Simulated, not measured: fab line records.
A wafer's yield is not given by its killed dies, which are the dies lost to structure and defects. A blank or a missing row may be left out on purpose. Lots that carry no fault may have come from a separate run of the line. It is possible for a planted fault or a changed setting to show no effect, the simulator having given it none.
fab line records -- flow n5Finfet
record: lots: 10, wafers: 28, lastDay: 17
route steps=1938 shown BEOL_M13@1660
lots that met no fault: taken from a fault-free run of the same line
startH: hours from the record's opening day to when the first of the lot's shown wafers began -- waitH: hours since the lot's step before -- " unchanged from the row above -- L1.1+2: a single row standing in for several wafers -- - no value, or no start given -- * or withheld: withheld -- < > ~ a bound
route shown NAME@n: a module of which the file shows steps, and the number in the route of the first -- usual: mean/standard deviation of fault-free wafers -- same: alike in all rows -- chamber/n: place in a boat -- sites: the reading at each site -- _std_site: the standard deviation of these -- _edge_site: outer sites' mean less inner sites' -- radiusMm: how far each site lies from the wafer's centre -- mask NAME#n: copy n -- behind: the tool/chamber that last shaped the wafer -- hold: why the lot went on hold/how many hours it stayed there/how the hold came to an end -- device: the transistor (n, p or np) that didn't switch -- end of line: tests run on the same wafers once the route is complete -- step lacking rows: just its recipe -- killed: dies that structure and defects cost at the first sort, which is not the same as the wafer's yield -- map: the dies of a wafer, with x for killed, . for not killed, _ for no die there
set.NAME: the setting that was run; set.NAME@STEP: the one run at that earlier step -- model.NAME: the simulator's own value behind a step, which no gauge read
one table for each step of the route and one row for each wafer, over a sample of lots
services: a tool's chamber out of use, with start hour (startH, from the record's first day; less than 0 if before it), hours out, and reason
== steps ==
step: N5_BEOL_M13_THK_MEAS_01
recipe: reads: SiOC_of_BEOL_M13_ILD_DEP_00
usual: M13_ILD_THK: 836/10
lot.wafer,tool,chamber,startH,waitH,M13_ILD_THK[nm]
L347.1,filmMetro-01,-,234.32,0.1,834
L347.6,filmMetro-01,-,234.32,0.1,836
L349.2,filmMetro-01,-,246.19,0.1,826
L349.3,filmMetro-01,-,246.19,0.1,839
L349.4,filmMetro-01,-,246.19,0.1,834
L351.1,filmMetro-01,-,261.47,0.1,838
L351.2,filmMetro-01,-,261.47,0.1,835
L351.3,filmMetro-01,-,261.47,0.1,828
L353.2,filmMetro-01,-,268.98,0.1,834
L353.3,filmMetro-01,-,268.98,0.1,830
L353.6,filmMetro-01,-,268.98,0.1,853
L356.1,filmMetro-02,-,269.64,0.1,830
L356.5,filmMetro-02,-,269.64,0.1,837
L356.6,filmMetro-02,-,269.64,0.1,842
L355.1,filmMetro-02,-,270.10,0.1,818
L355.4,filmMetro-02,-,270.10,0.1,836
L355.5,filmMetro-02,-,270.10,0.1,828
L359.1,filmMetro-02,-,305.18,0.1,833
L359.2,filmMetro-02,-,305.18,0.1,822
L359.4,filmMetro-02,-,305.18,0.1,853
L362.1,filmMetro-02,-,316.22,0.2,827
L362.3,filmMetro-02,-,316.22,0.2,839
L366.3,filmMetro-01,-,354.06,0.1,846
L366.4,filmMetro-01,-,354.06,0.1,846
L366.6,filmMetro-01,-,354.06,0.1,848
L368.1,filmMetro-01,-,372.40,0.1,838
L368.4,filmMetro-01,-,372.40,0.1,838
L368.6,filmMetro-01,-,372.40,0.1,841
step: N5_BEOL_M13_DESCUM_15
recipe: chemistry: O2, timeS: 7.9, sourcePowerW: 50, biasPowerW: 20, pressureMtorr: 20, rfFrequencyHz: 2.712e+07, tempC: 40, o2FlowSccm: 225
usual: drypumpMotorCurrentA: 5.9/0.48, oesProductAu: 0.78/0.08, rfVppV: 243.7/1.2, showerheadPlenumPTorr: 2.13/0.064, throttleValvePct: 20.39/0.18
lot.wafer,tool,chamber,startH,waitH,drypumpMotorCurrentA,oesProductAu,rfHoursCounterH,rfVppV,showerheadPlenumPTorr,throttleValvePct
L347.1,rieDiel-02,3,234.84,0.0,5.5,0.93,19,246.4,2.23,20.16
L347.6,rieDiel-02,3,234.84,0.0,5.6,0.92,-,243.9,2.23,20.12
L349.2,rieDiel-01,3,246.75,0.1,6.3,0.72,208,242.9,2.09,20.51
L349.3,rieDiel-01,0,246.75,0.1,5.8,0.87,41,245.7,2.10,20.25
L349.4,rieDiel-01,1,246.75,0.1,5.9,0.85,67,244.7,2.23,20.41
L351.1,rieDiel-02,1,262.00,0.0,5.8,0.74,182,242.3,2.10,20.31
L351.2,rieDiel-02,3,262.00,0.0,5.6,0.90,30,246.0,2.23,20.15
L351.3,rieDiel-02,1,262.00,0.0,5.7,0.74,-,243.2,2.10,20.30
L353.2,rieDiel-02,1,269.37,0.0,5.7,0.73,186,242.1,2.09,20.31
L353.3,rieDiel-02,3,269.37,0.0,5.6,0.89,34,245.6,2.23,20.18
L353.6,rieDiel-02,3,269.37,0.0,5.6,0.89,-,244.0,2.23,20.16
L356.1,rieDiel-03,2,270.16,0.0,4.9,0.84,40,242.1,2.03,20.11
L356.5,rieDiel-03,2,270.16,0.0,4.8,0.84,-,242.6,2.03,20.10
L356.6,rieDiel-03,1,270.16,0.0,6.1,0.72,-,245.0,2.15,20.43
L355.1,rieDiel-01,3,270.49,0.0,6.3,0.71,215,242.9,2.08,20.52
L355.4,rieDiel-01,0,270.49,0.0,5.8,0.87,49,243.6,2.10,20.27
L355.5,rieDiel-01,0,270.49,0.0,5.8,0.87,-,243.4,2.10,20.28
L359.1,rieDiel-03,0,305.57,0.0,6.7,0.73,158,242.3,2.10,20.57
L359.2,rieDiel-03,3,305.57,0.0,5.9,0.70,214,244.1,2.17,20.73
L359.4,rieDiel-03,2,305.57,0.0,4.9,0.84,52,242.7,2.02,20.11
L362.1,rieDiel-01,0,316.74,0.0,5.8,0.85,64,241.6,2.10,20.31
L362.3,rieDiel-01,3,316.74,0.0,6.3,0.71,231,243.0,2.08,20.54
L366.3,rieDiel-03,3,354.57,0.0,5.9,0.69,228,243.3,2.16,20.74
L366.4,rieDiel-03,0,354.57,0.0,6.7,0.73,172,242.8,2.09,20.59
L366.6,rieDiel-03,0,354.57,0.0,6.7,0.72,-,243.1,2.09,20.58
L368.1,rieDiel-02,0,373.15,0.3,5.1,0.93,16,244.3,2.15,20.19
L368.4,rieDiel-02,3,373.15,0.3,5.6,0.85,69,244.1,2.22,20.19
L368.6,rieDiel-02,1,373.15,0.3,5.8,0.70,-,241.4,2.08,20.37
step: N5_BEOL_M13_ETCH_59
recipe: chemistry: N2/H2, target: BARC, targetDepthA: 890, overetchA: 267, timeS: 67.9, ionEnergyEv: 200, pressureMtorr: 30, sourceW: 840, biasW: 150, n2FlowSccm: 200, h2FlowSccm: 200
usual: drypumpMotorCurrentA: 5.9/0.48, oesProductAu: 0.66/0.067, rfVppV: 525.0/2.1, showerheadPlenumPTorr: 2.58/0.069, throttleValvePct: 17.84/0.22
lot.wafer,tool,chamber,startH,waitH,drypumpMotorCurrentA,oesProductAu,rfHoursCounterH,rfVppV,showerheadPlenumPTorr,throttleValvePct
L347.1,rieDiel-02,3,234.87,0.0,5.6,0.80,19,529.1,2.72,17.52
L347.6,rieDiel-02,3,234.87,0.0,5.6,0.78,-,527.5,2.72,17.53
L349.2,rieDiel-01,3,246.78,0.0,6.3,0.61,208,523.1,2.51,17.90
L349.3,rieDiel-01,0,246.78,0.0,5.8,0.74,41,525.0,2.58,17.80
L349.4,rieDiel-01,1,246.78,0.0,5.9,0.71,67,530.0,2.67,17.64
L351.1,rieDiel-02,1,262.05,0.0,5.8,0.63,182,525.0,2.53,17.67
L351.2,rieDiel-02,3,262.05,0.0,5.6,0.77,30,527.9,2.71,17.57
L351.3,rieDiel-02,1,262.05,0.0,5.7,0.63,-,523.0,2.53,17.67
L353.2,rieDiel-02,1,269.41,0.0,5.8,0.63,186,522.7,2.53,17.68
L353.3,rieDiel-02,3,269.41,0.0,5.6,0.77,34,527.0,2.71,17.56
L353.6,rieDiel-02,3,269.41,0.0,5.6,0.77,-,528.6,2.71,17.55
L356.1,rieDiel-03,2,270.19,0.0,4.9,0.72,40,523.3,2.48,17.61
L356.5,rieDiel-03,2,270.19,0.0,4.9,0.73,-,522.2,2.48,17.60
L356.6,rieDiel-03,1,270.19,0.0,6.1,0.62,-,527.6,2.63,17.99
L355.1,rieDiel-01,3,270.53,0.0,6.3,0.61,215,522.2,2.51,17.92
L355.4,rieDiel-01,0,270.53,0.0,5.8,0.73,49,524.5,2.57,17.82
L355.5,rieDiel-01,0,270.53,0.0,5.8,0.74,-,523.9,2.57,17.79
L359.1,rieDiel-03,0,305.61,0.0,6.8,0.63,158,524.9,2.54,18.11
L359.2,rieDiel-03,3,305.61,0.0,6.0,0.59,214,526.4,2.62,18.18
L359.4,rieDiel-03,2,305.61,0.0,4.9,0.71,52,523.9,2.48,17.62
L362.1,rieDiel-01,0,316.77,0.0,5.8,0.72,64,524.9,2.57,17.84
L362.3,rieDiel-01,3,316.77,0.0,6.3,0.60,231,522.9,2.50,17.95
L366.3,rieDiel-03,3,354.61,0.0,6.0,0.58,228,524.6,2.62,18.20
L366.4,rieDiel-03,0,354.61,0.0,6.7,0.62,172,522.1,2.54,18.13
L366.6,rieDiel-03,0,354.61,0.0,6.7,0.62,-,524.5,2.54,18.15
L368.1,rieDiel-02,0,373.19,0.0,5.1,0.78,16,525.1,2.58,17.51
L368.4,rieDiel-02,3,373.19,0.0,5.6,0.72,69,528.9,2.69,17.62
L368.6,rieDiel-02,1,373.19,0.0,5.8,0.61,-,522.5,2.51,17.74
step: N5_BEOL_M13_STRIP_63
recipe: chemistry: N2/H2, powerW: 1000, tempC: 250, h2Frac: 0.65, overashFraction: 0.3, pressureMtorr: 1000, n2FlowSccm: 1750, h2FlowSccm: 3250
usual: drypumpMotorCurrentA: 6.1/0.45, heaterPowerW: 367/17, oesProductAu: 0.674/0.0054, stripTimeToEndpointS: 28.2/1
lot.wafer,tool,chamber,startH,waitH,drypumpMotorCurrentA,heaterPowerW,oesProductAu,rfHoursCounterH,stripTimeToEndpointS
L347.1,plasmaAsher-02,0,235.16,-,5.7,352,0.670,52,27.6
L347.6,plasmaAsher-02,0,235.16,-,5.7,345,0.670,-,27.6
L349.2,plasmaAsher-02,1,247.07,-,6.7,377,0.676,54,29.5
L349.3,plasmaAsher-02,1,247.07,-,6.7,382,0.677,-,27.0
L349.4,plasmaAsher-02,0,247.07,-,5.7,351,0.681,-,28.5
L351.1,plasmaAsher-02,1,262.48,-,6.7,364,0.671,57,28.0
L351.2,plasmaAsher-02,0,262.48,-,5.7,357,0.673,57,27.7
L351.3,plasmaAsher-02,0,262.48,-,5.7,345,0.666,-,28.6
L353.2,plasmaAsher-01,1,269.69,-,5.9,389,0.683,145,28.1
L353.3,plasmaAsher-01,1,269.69,-,5.9,395,0.671,-,28.3
L353.6,plasmaAsher-01,1,269.69,-,5.9,404,0.667,-,26.5
L356.1,plasmaAsher-01,0,270.48,-,5.8,347,0.678,145,29.2
L356.5,plasmaAsher-01,1,270.48,-,5.8,395,0.663,-,28.4
L356.6,plasmaAsher-01,0,270.48,-,5.8,360,0.679,-,28.2
L355.1,plasmaAsher-02,0,270.81,-,5.7,349,0.674,60,29.3
L355.4,plasmaAsher-02,0,270.81,-,5.7,350,0.671,-,26.7
L355.5,plasmaAsher-02,1,270.81,-,6.7,368,0.680,-,27.6
L359.1,plasmaAsher-02,1,305.90,-,6.7,380,0.668,71,29.2
L359.2,plasmaAsher-02,0,305.90,-,5.7,350,0.688,71,30.0
L359.4,plasmaAsher-02,1,305.90,-,6.7,369,0.669,-,27.0
L362.1,plasmaAsher-02,0,317.06,-,5.7,350,0.659,74,22.1
L362.3,plasmaAsher-02,1,317.06,-,6.8,375,0.666,-,23.1
L366.3,plasmaAsher-02,1,354.92,-,6.7,367,0.674,-,28.3
L366.4,plasmaAsher-02,0,354.92,-,5.7,356,0.675,-,28.2
L366.6,plasmaAsher-02,1,354.92,-,6.7,369,0.677,-,28.1
L368.1,plasmaAsher-01,0,373.48,-,5.8,361,0.668,161,27.9
L368.4,plasmaAsher-01,1,373.48,-,5.8,399,0.673,-,27.8
L368.6,plasmaAsher-01,0,373.48,-,5.8,360,0.665,-,27.9
step: N5_BEOL_M13_CD_MEAS_17
recipe: targetCdNm: 190, polarity: opening
usual: cdNm: 189.3/1.6
lot.wafer,tool,chamber,startH,waitH,cdNm
L347.1,cdSem-01,-,235.37,0.0,187.6
L347.6,cdSem-01,-,235.37,0.0,187.1
L349.2,cdSem-03,-,247.28,0.0,189.8
L349.3,cdSem-03,-,247.28,0.0,191.6
L349.4,cdSem-03,-,247.28,0.0,187.7
L351.1,cdSem-03,-,262.69,0.0,188.8
L351.2,cdSem-03,-,262.69,0.0,189.9
L351.3,cdSem-03,-,262.69,0.0,188.8
L353.2,cdSem-02,-,269.90,0.0,186.1
L353.3,cdSem-02,-,269.90,0.0,187.4
L353.6,cdSem-02,-,269.90,0.0,190.8
L356.1,cdSem-01,-,270.69,0.0,190.4
L356.5,cdSem-01,-,270.69,0.0,188.9
L356.6,cdSem-01,-,270.69,0.0,189.5
L355.1,cdSem-02,-,271.02,0.0,187.8
L355.4,cdSem-02,-,271.02,0.0,189.3
L355.5,cdSem-02,-,271.02,0.0,188.7
L359.1,cdSem-02,-,306.14,0.0,189.3
L359.2,cdSem-02,-,306.14,0.0,187.3
L359.4,cdSem-02,-,306.14,0.0,189.7
L362.1,cdSem-02,-,317.27,0.0,196.1
L362.3,cdSem-02,-,317.27,0.0,193.4
L366.3,cdSem-03,-,355.11,0.0,189.4
L366.4,cdSem-03,-,355.11,0.0,190.2
L366.6,cdSem-03,-,355.11,0.0,190.5
L368.1,cdSem-02,-,373.70,0.0,188.2
L368.4,cdSem-02,-,373.70,0.0,189.1
L368.6,cdSem-02,-,373.70,0.0,187.4
step: N5_BEOL_M13_CD_MEAS_28
recipe: targetCdNm: 209.5, landingEnergyEv: 500, detector: seInlens
usual: cdNm: 210.1/1.2
lot.wafer,tool,chamber,startH,waitH,cdNm
L347.1,cdSem-01,0,235.69,-,212.1
L347.6,cdSem-01,0,235.69,-,211.2
L349.2,cdSem-03,0,247.62,-,210.9
L349.3,cdSem-03,0,247.62,-,208.4
L349.4,cdSem-03,0,247.62,-,209.4
L351.1,cdSem-03,0,263.14,-,208.6
L351.2,cdSem-03,0,263.14,-,208.7
L351.3,cdSem-03,0,263.14,-,211.2
L353.2,cdSem-02,0,270.23,-,211.0
L353.3,cdSem-02,0,270.23,-,209.8
L353.6,cdSem-02,0,270.23,-,211.2
L356.1,cdSem-02,0,271.14,-,210.3
L356.5,cdSem-02,0,271.14,-,211.7
L356.6,cdSem-02,0,271.14,-,212.6
L355.1,cdSem-01,0,271.47,-,209.9
L355.4,cdSem-01,0,271.47,-,212.5
L355.5,cdSem-01,0,271.47,-,210.1
L359.1,cdSem-02,0,306.46,-,211.0
L359.2,cdSem-02,0,306.46,-,209.0
L359.4,cdSem-02,0,306.46,-,207.9
L362.1,cdSem-02,0,317.59,-,208.2
L362.3,cdSem-02,0,317.59,-,211.5
L366.3,cdSem-03,0,355.43,-,210.5
L366.4,cdSem-03,0,355.43,-,210.2
L366.6,cdSem-03,0,355.43,-,209.9
L368.1,cdSem-01,0,374.03,-,211.5
L368.4,cdSem-01,0,374.03,-,210.3
L368.6,cdSem-01,0,374.03,-,211.2
== services ==
tool,chamber,startH,hours,kind
rieDiel-03,-,236.51,0.3,repair
rieDiel-02,2,244.08,21.0,repair
rieDiel-03,0,253.64,2.0,repair
rieDiel-02,0,254.95,14.4,repair
rieDiel-02,3,282.57,1.5,repair
rieDiel-03,3,285.32,6.0,repair
plasmaAsher-01,-,286.05,23.2,repair
rieDiel-01,-,290.73,2.8,pm
rieDiel-01,2,293.58,40.7,repair
plasmaAsher-02,-,297.72,1.6,repair
rieDiel-02,2,324.02,3.9,repair
rieDiel-01,1,326.23,2.7,repair
rieDiel-02,2,335.77,-,clean
rieDiel-02,2,335.77,-,consumableReplace:focusRing
rieDiel-02,2,335.77,17.2,scheduledDown
rieDiel-02,2,335.77,17.2,ventCycle
== key ==
firstSign: step: N5_BEOL_M13_STRIP_63, reading: stripTimeToEndpointS, direction: down, sigmas: 5.7, usual: *, struck: *
effect: step: N5_BEOL_M13_CD_MEAS_17, reading: cdNm, direction: up, sigmas: 3.4, usual: 189.3, struck: 194.8
metAt N5_BEOL_M13_ETCH_59
struckLots L362
struckWafers L362.1,L362.3
notActingAt N5_BEOL_M13_THK_MEAS_01,N5_BEOL_M13_DESCUM_15,N5_BEOL_M13_CD_MEAS_28
onsetBetween 270.53 316.77
fault: kind: processParameterDrift, tool: rieDiel-01, chamber: -, onsetH: 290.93, steps: N5_BEOL_M13_ETCH_59, channel: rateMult, offset: 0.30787, shape: step, endH: 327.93, scope: struckWafersOnly
